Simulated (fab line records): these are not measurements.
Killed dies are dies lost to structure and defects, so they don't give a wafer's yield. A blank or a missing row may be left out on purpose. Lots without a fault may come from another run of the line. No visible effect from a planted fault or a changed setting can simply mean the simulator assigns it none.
fab line records	flow nand-harc	part 1 of 2: steps 1 to 23 of 34
record: lots: 5	wafers: 15	last-day: 26
route steps=1159 shown P_ZERO_WELL@66 P_STI@69
lots with no fault: from the same line, run without faults
start-h: hours from the record's first day to the start of the lot's first wafer shown	wait-h: how many hours have passed since the lot's step before this one	" as in the row above	L1.1+2: one row covering several wafers at once	- either no value or no given start	* or withheld: withheld	< > ~ a bound
route shown NAME@n: NAME is a module with steps in the file, n the number in the route of the first one	usual: mean/standard deviation taken from wafers without a fault	same: alike in all rows	chamber/n: place in a boat	sites: per-site readings	_std_site: standard deviation across them	_edge_site: outer sites' mean less inner sites'	radius-mm: for every site, how far away it sits from the centre of the wafer	mask NAME#n: copy n	behind: tool/chamber where the wafer was last shaped	hold: what put the lot on hold/how long, in hours/how the hold closed	device: the transistor (n, p or np) that didn't switch	end of line: the route-end tests of the same wafers	a step without rows: its recipe alone	killed: the dies lost at the first sort to structure and to defects; this is not the yield of the wafer	map: the dies of a wafer, with x for killed, . for not killed, _ for no die there
set.NAME: the setting that was run; set.NAME@STEP: the one run at that earlier step	model.NAME: the simulator's own value behind a step, which no gauge read
certain route steps with their lots: each step a table, each wafer a row
services: when a tool's chamber went out of use (start-h, in hours from the record's first day, below 0 if earlier), for how many hours, and the reason
== steps ==
step: NHARC_P_ZERO_WELL_SRD_69
lot.wafer	tool	chamber	start-h	wait-h
L076.2+4+5	wet-bench-06	2,3,4	-	-
L081.2+3+1	wet-bench-06	1,3,4	-	-
L084.4+2+5	wet-bench-09	5,6,0	-	-
L092.4+6+1	wet-bench-01	4,7,0	-	-
L094.5+3+2	wet-bench-09	2,4,5	-	-
step: NHARC_P_ZERO_WELL_RTA_42
recipe: temp-c: 1100	time-s: 300
usual: lamp-power-pct: 37/3.7	lamp_zone_3_pct: 37/3.7	wafer_temp_C_max: 1105.0/1.7
lot.wafer	tool	chamber	start-h	wait-h	lamp-power-pct	lamp_zone_3_pct	wafer_temp_C_max
L076.2	rtp-anneal-02	0	31.43	-	33	33	1102.1
L076.4	"	0	"	"	33	33	1103.2
L076.5	"	0	"	"	33	33	1103.1
L081.1	rtp-anneal-01	0	61.09	-	40	40	1107.3
L081.2	"	0	"	"	40	40	1104.4
L081.3	"	0	"	"	40	40	1103.9
L084.2	rtp-anneal-01	0	78.99	-	40	40	1108.4
L084.4	"	0	"	"	40	40	1108.2
L084.5	"	0	"	"	40	40	1104.7
L092.1	rtp-anneal-02	0	135.32	-	33	33	1104.8
L092.4	"	0	"	"	33	33	1102.7
L092.6	"	0	"	"	33	33	1104.2
L094.2	rtp-anneal-02	0	139.15	-	33	33	1102.6
L094.3	"	0	"	"	33	33	1101.8
L094.5	"	0	"	"	33	33	1105.3
step: NHARC_P_ZERO_WELL_INSPECT_43
usual: raw-defect-count: 14/6.7
lot.wafer	tool	chamber	start-h	wait-h	raw-defect-count
L076.2	defect-inspect-01	-	32.00	0.5	31
L076.4	"	-	"	"	15
L076.5	"	-	"	"	12
L081.1	defect-inspect-02	-	61.77	0.6	14
L081.2	"	-	"	"	17
L081.3	"	-	"	"	8
L084.2	defect-inspect-01	-	79.56	0.5	22
L084.4	"	-	"	"	9
L084.5	"	-	"	"	15
L092.1	defect-inspect-01	-	136.01	0.6	8
L092.4	"	-	"	"	9
L092.6	"	-	"	"	13
L094.2	defect-inspect-01	-	139.71	0.5	24
L094.3	"	-	"	"	7
L094.5	"	-	"	"	21
step: NHARC_P_STI_ETCH_26
recipe: target-depth-a: 110	chemistry: dHF	material: SiO2
lot.wafer	tool	chamber	start-h	wait-h
L076.2+5+4	wet-bench-05	6,0,2	32.07	0.1
L081.2+3+1	wet-bench-05	7,0,1	61.86	0.1
L084.5+4+2	wet-bench-05	3,4,6	79.67	0.1
L092.1+4+6	wet-bench-04	2,3,5	136.08	0.1
L094.3+2+5	wet-bench-04	7,0,1	139.80	0.1
step: NHARC_P_STI_PRECLEAN_27
recipe: time-s: *	temp-c: 50	bath-age-min: 0	chemistry: SC1
same: bath-age-min: 0
lot.wafer	tool	chamber	start-h	wait-h
L076.2+5+4	wet-bench-05	6,0,2	32.14	0.1
L081.2+3+1	wet-bench-05	7,0,1	61.90	0.0
L084.5+4+2	wet-bench-05	3,4,6	79.74	0.1
L092.1+4+6	wet-bench-04	2,3,5	136.13	0.0
L094.3+2+5	wet-bench-04	7,0,1	139.84	0.0
step: NHARC_P_STI_SRD_28
lot.wafer	tool	chamber	start-h	wait-h
L076.2+5+4	wet-bench-05	6,0,2	-	-
L081.2+3+1	wet-bench-05	7,0,1	-	-
L084.5+4+2	wet-bench-05	3,4,6	-	-
L092.1+4+6	wet-bench-04	2,3,5	-	-
L094.3+2+5	wet-bench-04	7,0,1	-	-
step: NHARC_P_STI_OXIDE_29
recipe: target-thk-a: 100	temp-c: 900	ox-time-s: 1362	material: SiO2
usual: ox-temp-c: 900.0/0.4	spike-tc-bottom-C: 920/4.2	spike-tc-top-C: 907.9/1.2	zone-power-centre-pct: 20.4/1.4
lot.wafer	tool	chamber	start-h	wait-h	ox-temp-c	spike-tc-bottom-C	spike-tc-top-C	zone-power-centre-pct
L076.2	furnace-04	0	36.00	-	900.3	924	905.8	21.4
L076.4	"	0	"	"	900.5	923	907.0	21.3
L076.5	"	0	"	"	900.4	925	909.5	21.2
L081.1	furnace-04	0	67.37	-	899.2	923	907.1	21.3
L081.2	"	0	"	"	900.5	923	907.3	21.1
L081.3	"	0	"	"	900.2	923	908.2	21.3
L084.2	furnace-01	0	83.59	-	899.4	915	908.5	16.8
L084.4	"	0	"	"	899.9	914	910.4	17.0
L084.5	"	0	"	"	899.7	913	909.4	17.1
L092.1	furnace-04	0	140.72	-	900.6	924	908.4	21.1
L092.4	"	0	"	"	900.4	923	908.2	21.0
L092.6	"	0	"	"	900.1	923	908.1	20.8
L094.2	furnace-04	0	140.72	-	899.9	923	909.6	21.0
L094.3	"	0	"	"	899.6	923	908.7	21.4
L094.5	"	0	"	"	900.1	922	909.7	21.0
step: NHARC_P_STI_HM_DEP_30
recipe: target-thk-a: 800	temp-c: 790	pressure-mtorr: 300	time-s: 873	material: Si3N4
usual: spike-tc-bottom-C: 807.7/1.4	spike-tc-top-C: 806.1/2.4	zone-power-centre-pct: 13.8/0.96
lot.wafer	tool	chamber	start-h	wait-h	spike-tc-bottom-C	spike-tc-top-C	zone-power-centre-pct
L076.2	lpcvd-01	1	43.29	3.6	807.1	804.5	12.1
L076.4	"	1	"	"	808.8	804.1	12.1
L076.5	"	1	"	"	805.1	804.8	12.2
L081.1	lpcvd-02	0	74.65	3.6	808.1	806.8	14.7
L081.2	"	0	"	"	809.3	808.2	14.6
L081.3	"	0	"	"	808.7	807.2	14.6
L084.2	lpcvd-02	1	90.88	3.6	806.3	808.4	13.8
L084.4	"	1	"	"	808.0	808.6	14.0
L084.5	"	1	"	"	807.5	808.4	14.0
L092.1	lpcvd-02	1	148.11	3.6	805.5	806.3	14.2
L092.4	"	1	"	"	807.7	808.7	14.0
L092.6	"	1	"	"	807.2	807.0	13.9
L094.2	lpcvd-02	1	148.11	3.6	805.3	808.4	14.0
L094.3	"	1	"	"	808.5	808.7	14.0
L094.5	"	1	"	"	808.9	807.7	14.2
step: NHARC_P_STI_DEHYDRATE_01
recipe: temp-c: 150	time-s: 120
usual: plate-temp-C: 150.02/0.14	resist-line-temp-C: 23.01/0.11
lot.wafer	tool	chamber	start-h	wait-h	plate-temp-C	resist-line-temp-C
L076.2	litho-track-03	0	46.97	0.4	149.75	22.88
L076.4	"	0	"	"	150.10	23.02
L076.5	"	0	"	"	150.05	23.01
L081.1	litho-track-05	0	78.30	0.4	149.91	23.16
L081.2	"	0	"	"	150.10	23.05
L081.3	"	0	"	"	149.93	22.98
L084.2	litho-track-07	0	94.53	0.4	150.09	23.15
L084.4	"	0	"	"	149.99	23.01
L084.5	"	0	"	"	150.06	23.05
L092.1	litho-track-07	0	151.84	0.4	150.20	23.11
L092.4	"	0	"	"	150.13	23.10
L092.6	"	0	"	"	150.27	23.09
L094.2	litho-track-03	0	151.84	0.4	150.13	23.04
L094.3	"	0	"	"	149.94	22.98
L094.5	"	0	"	"	150.06	23.01
step: NHARC_P_STI_HMDS_02
recipe: time-s: 30
usual: resist-line-temp-C: 23.00/0.1
lot.wafer	tool	chamber	start-h	wait-h	resist-line-temp-C
L076.2	litho-track-03	0	-	-	22.86
L076.4	"	0	"	"	22.96
L076.5	"	0	"	"	22.93
L081.1	litho-track-05	0	-	-	23.22
L081.2	"	0	"	"	23.10
L081.3	"	0	"	"	23.14
L084.2	litho-track-07	0	-	-	23.01
L084.4	"	0	"	"	23.13
L084.5	"	0	"	"	23.00
L092.1	litho-track-07	0	-	-	23.00
L092.4	"	0	"	"	23.07
L092.6	"	0	"	"	22.95
L094.2	litho-track-03	0	-	-	23.00
L094.3	"	0	"	"	22.95
L094.5	"	0	"	"	22.90
step: NHARC_P_STI_COAT_41
recipe: temp-c: 200	time-s: 65
usual: plate-temp-C: 199.99/0.16	resist-line-temp-C: 23.01/0.11
lot.wafer	tool	chamber	start-h	wait-h	plate-temp-C	resist-line-temp-C
L076.2	litho-track-03	0	-	-	200.02	23.22
L076.4	"	0	"	"	199.70	22.99
L076.5	"	0	"	"	199.92	23.11
L081.1	litho-track-05	0	-	-	199.85	23.01
L081.2	"	0	"	"	200.14	23.01
L081.3	"	0	"	"	199.95	23.05
L084.2	litho-track-07	0	-	-	199.82	23.08
L084.4	"	0	"	"	200.03	22.88
L084.5	"	0	"	"	199.89	22.97
L092.1	litho-track-07	0	-	-	200.05	23.17
L092.4	"	0	"	"	199.84	23.15
L092.6	"	0	"	"	199.78	23.21
L094.2	litho-track-03	0	-	-	200.17	22.97
L094.3	"	0	"	"	200.21	22.89
L094.5	"	0	"	"	200.22	22.82
step: NHARC_P_STI_COAT_03
recipe: spin-rpm: 2000	resist-thk-nm: 600
usual: resist-line-temp-C: 22.98/0.1
lot.wafer	tool	chamber	start-h	wait-h	resist-line-temp-C
L076.2	litho-track-03	0	-	-	22.89
L076.4	"	0	"	"	23.01
L076.5	"	0	"	"	23.07
L081.1	litho-track-05	0	-	-	23.00
L081.2	"	0	"	"	23.08
L081.3	"	0	"	"	22.92
L084.2	litho-track-07	0	-	-	23.05
L084.4	"	0	"	"	23.05
L084.5	"	0	"	"	22.95
L092.1	litho-track-07	0	-	-	23.04
L092.4	"	0	"	"	23.08
L092.6	"	0	"	"	23.15
L094.2	litho-track-03	0	-	-	23.05
L094.3	"	0	"	"	22.90
L094.5	"	0	"	"	23.07
step: NHARC_P_STI_SOFTBAKE_04
recipe: temp-c: 125	time-s: 70
usual: plate-temp-C: 125.01/0.14	resist-line-temp-C: 23.01/0.1
lot.wafer	tool	chamber	start-h	wait-h	plate-temp-C	resist-line-temp-C
L076.2	litho-track-03	0	-	-	124.95	23.10
L076.4	"	0	"	"	125.24	22.97
L076.5	"	0	"	"	124.90	23.14
L081.1	litho-track-05	0	-	-	124.95	23.03
L081.2	"	0	"	"	125.07	23.04
L081.3	"	0	"	"	125.03	23.00
L084.2	litho-track-07	0	-	-	124.93	23.08
L084.4	"	0	"	"	125.08	22.97
L084.5	"	0	"	"	124.93	23.00
L092.1	litho-track-07	0	-	-	125.24	23.05
L092.4	"	0	"	"	125.17	22.96
L092.6	"	0	"	"	125.22	22.97
L094.2	litho-track-03	0	-	-	124.97	22.86
L094.3	"	0	"	"	124.76	22.81
L094.5	"	0	"	"	124.70	22.89
step: NHARC_P_STI_EBR_05
usual: resist-line-temp-C: 22.99/0.1
lot.wafer	tool	chamber	start-h	wait-h	resist-line-temp-C
L076.2	litho-track-03	0	-	-	22.76
L076.4	"	0	"	"	22.86
L076.5	"	0	"	"	22.88
L081.1	litho-track-05	0	-	-	23.09
L081.2	"	0	"	"	23.08
L081.3	"	0	"	"	23.03
L084.2	litho-track-07	0	-	-	22.93
L084.4	"	0	"	"	23.04
L084.5	"	0	"	"	23.04
L092.1	litho-track-07	0	-	-	23.02
L092.4	"	0	"	"	23.14
L092.6	"	0	"	"	23.09
L094.2	litho-track-03	0	-	-	22.88
L094.3	"	0	"	"	23.02
L094.5	"	0	"	"	22.93
step: NHARC_P_STI_EXPOSE_06
recipe: na: 0.55	target-cd-nm: 200	dose-mj: 37.69	mask-id: P_STI
usual: stage-vel-mm-s: 499.9/0.3
lot.wafer	tool	chamber	start-h	wait-h	mask	stage-vel-mm-s
L076.2	krf-scanner-03	0	47.26	-	P_STI#0	499.8
L076.4	"	0	"	"	P_STI#0	500.1
L076.5	"	0	"	"	P_STI#0	499.4
L081.1	krf-scanner-01	0	78.59	-	P_STI#0	500.2
L081.2	"	0	"	"	P_STI#0	499.5
L081.3	"	0	"	"	P_STI#0	499.8
L084.2	krf-scanner-01	0	94.84	-	P_STI#0	499.9
L084.4	"	0	"	"	P_STI#0	500.0
L084.5	"	0	"	"	P_STI#0	499.7
L092.1	krf-scanner-01	0	152.15	-	P_STI#0	500.1
L092.4	"	0	"	"	P_STI#0	499.9
L092.6	"	0	"	"	P_STI#0	499.9
L094.2	krf-scanner-01	0	152.19	-	P_STI#0	500.0
L094.3	"	0	"	"	P_STI#0	499.9
L094.5	"	0	"	"	P_STI#0	500.3
step: NHARC_P_STI_PEB_07
recipe: peb-temp-c: 128	peb-time-s: 80
usual: plate-temp-C: 127.98/0.13	resist-line-temp-C: 22.98/0.11
lot.wafer	tool	chamber	start-h	wait-h	plate-temp-C	resist-line-temp-C
L076.2	litho-track-03	0	47.32	0.1	128.04	22.94
L076.4	"	0	"	"	127.92	23.13
L076.5	"	0	"	"	128.10	23.28
L081.1	litho-track-05	0	78.65	0.1	128.11	23.11
L081.2	"	0	"	"	128.04	23.13
L081.3	"	0	"	"	128.24	23.14
L084.2	litho-track-07	0	94.90	0.1	127.89	23.13
L084.4	"	0	"	"	128.16	23.09
L084.5	"	0	"	"	127.87	23.16
L092.1	litho-track-07	0	152.21	0.1	127.87	23.06
L092.4	"	0	"	"	127.93	22.97
L092.6	"	0	"	"	127.86	22.99
L094.2	litho-track-05	0	152.25	0.1	128.08	22.79
L094.3	"	0	"	"	127.88	22.89
L094.5	"	0	"	"	128.13	23.02
step: NHARC_P_STI_DEVELOP_08
recipe: time-s: 50	dev-temp-c: 22
usual: developer-temp-C: 22.00/0.095	resist-line-temp-C: 23.01/0.1
lot.wafer	tool	chamber	start-h	wait-h	developer-temp-C	resist-line-temp-C
L076.2	litho-track-03	0	-	-	21.94	22.97
L076.4	"	0	"	"	21.86	23.11
L076.5	"	0	"	"	21.93	23.02
L081.1	litho-track-05	0	-	-	21.95	23.06
L081.2	"	0	"	"	22.07	23.01
L081.3	"	0	"	"	21.95	23.04
L084.2	litho-track-07	0	-	-	21.80	23.20
L084.4	"	0	"	"	21.96	23.11
L084.5	"	0	"	"	21.92	22.95
L092.1	litho-track-07	0	-	-	21.95	23.11
L092.4	"	0	"	"	22.07	23.04
L092.6	"	0	"	"	22.04	23.06
L094.2	litho-track-05	0	-	-	22.12	22.92
L094.3	"	0	"	"	21.92	22.96
L094.5	"	0	"	"	22.00	23.00
step: NHARC_P_STI_CD_MEAS_09
recipe: target-cd-nm: 200	landing-energy-ev: 500
usual: cd-nm: 199.2/2.9
same: landing-energy-ev: 500
lot.wafer	tool	chamber	start-h	wait-h	cd-nm
L076.2	cd-sem-02	0	47.41	-	197.1
L076.4	"	0	"	"	200.1
L076.5	"	0	"	"	199.6
L081.1	cd-sem-01	0	78.74	-	202.0
L081.2	"	0	"	"	201.0
L081.3	"	0	"	"	203.4
L084.2	cd-sem-03	0	94.99	-	193.0
L084.4	"	0	"	"	201.5
L084.5	"	0	"	"	201.0
L092.1	cd-sem-03	0	152.30	-	199.0
L092.4	"	0	"	"	198.6
L092.6	"	0	"	"	202.3
L094.2	cd-sem-02	0	152.34	-	199.9
L094.3	"	0	"	"	201.2
L094.5	"	0	"	"	200.6
step: NHARC_P_STI_OVL_MEAS_10
usual: overlay-x-nm: -2/6.4	overlay-y-nm: -2/7.1
lot.wafer	tool	chamber	start-h	wait-h	overlay-x-nm	overlay-y-nm
L076.2	overlay-02	-	47.50	-	-8	1
L076.4	"	-	"	"	-8	1
L076.5	"	-	"	"	-7	1
L081.1	overlay-02	-	78.83	-	-1	2
L081.2	"	-	"	"	-1	3
L081.3	"	-	"	"	-1	3
L084.2	overlay-01	-	95.07	-	-6	3
L084.4	"	-	"	"	-6	3
L084.5	"	-	"	"	-6	2
L092.1	overlay-01	-	152.39	-	-1	3
L092.4	"	-	"	"	-1	2
L092.6	"	-	"	"	-1	2
L094.2	overlay-01	-	152.42	-	5	-12
L094.3	"	-	"	"	5	-12
L094.5	"	-	"	"	5	-12
step: NHARC_P_STI_INSPECT_11
usual: raw-defect-count: 5.7/2.8
lot.wafer	tool	chamber	start-h	wait-h	raw-defect-count
L076.2	defect-inspect-01	-	47.53	0.0	3
L076.4	"	-	"	"	9
L076.5	"	-	"	"	5
L081.1	defect-inspect-01	-	78.86	0.0	4
L081.2	"	-	"	"	2
L081.3	"	-	"	"	2
L084.2	defect-inspect-01	-	95.11	0.0	8
L084.4	"	-	"	"	5
L084.5	"	-	"	"	6
L092.1	defect-inspect-02	-	152.42	0.0	6
L092.4	"	-	"	"	7
L092.6	"	-	"	"	6
L094.2	defect-inspect-01	-	152.46	0.0	8
L094.3	"	-	"	"	7
L094.5	"	-	"	"	6
step: NHARC_P_STI_HARDBAKE_13
recipe: temp-c: 118	time-s: 65
usual: plate-temp-C: 118.00/0.13	resist-line-temp-C: 22.99/0.11
lot.wafer	tool	chamber	start-h	wait-h	plate-temp-C	resist-line-temp-C
L076.2	litho-track-05	0	47.59	0.1	117.90	22.95
L076.4	"	0	"	"	117.94	23.13
L076.5	"	0	"	"	117.68	22.95
L081.1	litho-track-07	0	78.92	0.1	117.99	22.97
L081.2	"	0	"	"	118.03	22.92
L081.3	"	0	"	"	117.90	22.88
L084.2	litho-track-07	0	95.17	0.1	117.96	22.84
L084.4	"	0	"	"	117.93	22.90
L084.5	"	0	"	"	117.90	22.90
L092.1	litho-track-07	0	152.48	0.1	118.25	22.88
L092.4	"	0	"	"	117.97	22.90
L092.6	"	0	"	"	118.21	22.97
L094.2	litho-track-03	0	152.52	0.1	117.90	22.88
L094.3	"	0	"	"	117.95	22.98
L094.5	"	0	"	"	117.86	23.07
step: NHARC_P_STI_DESCUM_14
recipe: time-s: 3	o2-flow-sccm: 200	ar-flow-sccm: 0	bias-power-w: 0	chemistry: O2
usual: drypump-motor-current-A: 5.9/0.37	oes-product-au: 0.997/0.012	rf-vpp-V: 57.9/0.77	showerhead-plenum-p-Torr: 1.95/0.082	throttle-valve-pct: 11.312/0.0086
same: bias-power-w: 0
lot.wafer	tool	chamber	start-h	wait-h	drypump-motor-current-A	oes-product-au	rf-hours-counter-h	rf-vpp-V	showerhead-plenum-p-Torr	throttle-valve-pct
L076.2	rie-diel-03	1	47.67	-	5.7	1.003	0	56.7	2.03	11.320
L076.4	"	2	"	"	5.7	0.987	0	57.1	1.80	11.307
L076.5	"	2	"	"	5.7	1.005	-	58.0	1.80	11.311
L081.3	rie-diel-03	2	79.01	-	5.8	1.005	1.1	56.8	1.80	11.293
L081.2	"	3	"	"	5.6	1.000	1.0	56.9	1.94	11.309
L081.1	"	0	"	"	6.3	0.992	1.3	57.2	1.91	11.299
L084.4	rie-diel-03	1	95.26	-	5.7	1.019	1.6	58.6	2.03	11.316
L084.2	"	2	"	"	5.7	0.998	1.5	57.6	1.80	11.312
L084.5	"	3	"	"	5.6	0.995	-	59.3	1.94	11.325
L092.1	rie-diel-09	1	152.56	-	6.5	0.973	4.7	57.3	1.98	11.306
L092.4	"	3	"	"	5.5	1.003	4.8	59.3	2.03	11.322
L092.6	"	1	"	"	6.5	0.976	-	57.9	1.98	11.307
L094.2	rie-diel-03	1	152.64	-	5.7	1.015	4.2	58.4	2.03	11.311
L094.3	"	0	"	"	6.3	0.997	4.0	57.2	1.91	11.315
L094.5	"	2	"	"	5.7	0.994	-	57.0	1.80	11.318
step: NHARC_P_STI_ETCH_42
recipe: target-depth-a: 800	overetch-a: 240	time-s: 61	ion-energy-ev: 200	n2-flow-sccm: 150	h2-flow-sccm: 150	ar-flow-sccm: 0	rf-w: 400	bias-w: 150	chemistry: N2/H2
usual: drypump-motor-current-A: 5.9/0.39	oes-product-au: 0.999/0.012	rf-vpp-V: 431.7/2.4	showerhead-plenum-p-Torr: 2.08/0.085	throttle-valve-pct: 14.171/0.0082
lot.wafer	tool	chamber	start-h	wait-h	drypump-motor-current-A	oes-product-au	rf-hours-counter-h	rf-vpp-V	showerhead-plenum-p-Torr	throttle-valve-pct
L076.2	rie-diel-03	0	47.75	0.1	6.3	1.004	0.0	430.7	2.04	14.155
L076.4	"	2	"	"	5.7	0.996	0.0	427.6	1.92	14.166
L076.5	"	1	"	"	5.7	1.024	-	433.5	2.17	14.174
L081.3	rie-diel-03	0	79.09	0.1	6.3	0.983	1.3	430.6	2.04	14.178
L081.2	"	1	"	"	5.7	1.007	1.3	432.1	2.17	14.179
L081.1	"	3	"	"	5.6	1.017	1.0	431.9	2.07	14.174
L084.2	rie-diel-03	1	95.33	0.1	5.7	1.007	1.7	434.5	2.17	14.167
L084.4	"	3	"	"	5.6	0.991	1.3	433.2	2.07	14.162
L084.5	"	0	"	"	6.3	0.995	-	430.1	2.04	14.165
L092.4	rie-diel-09	3	152.64	0.1	5.5	0.994	4.9	432.7	2.16	14.157
L092.1	"	0	"	"	5.3	0.991	5.1	432.2	2.13	14.181
L092.6	"	3	"	"	5.5	1.005	-	435.6	2.16	14.170
L094.2	rie-diel-03	3	152.73	0.1	5.6	1.007	3.6	429.8	2.07	14.160
L094.3	"	1	"	"	5.8	1.010	4.2	432.7	2.16	14.168
L094.5	"	3	"	"	5.6	1.001	-	432.3	2.07	14.157
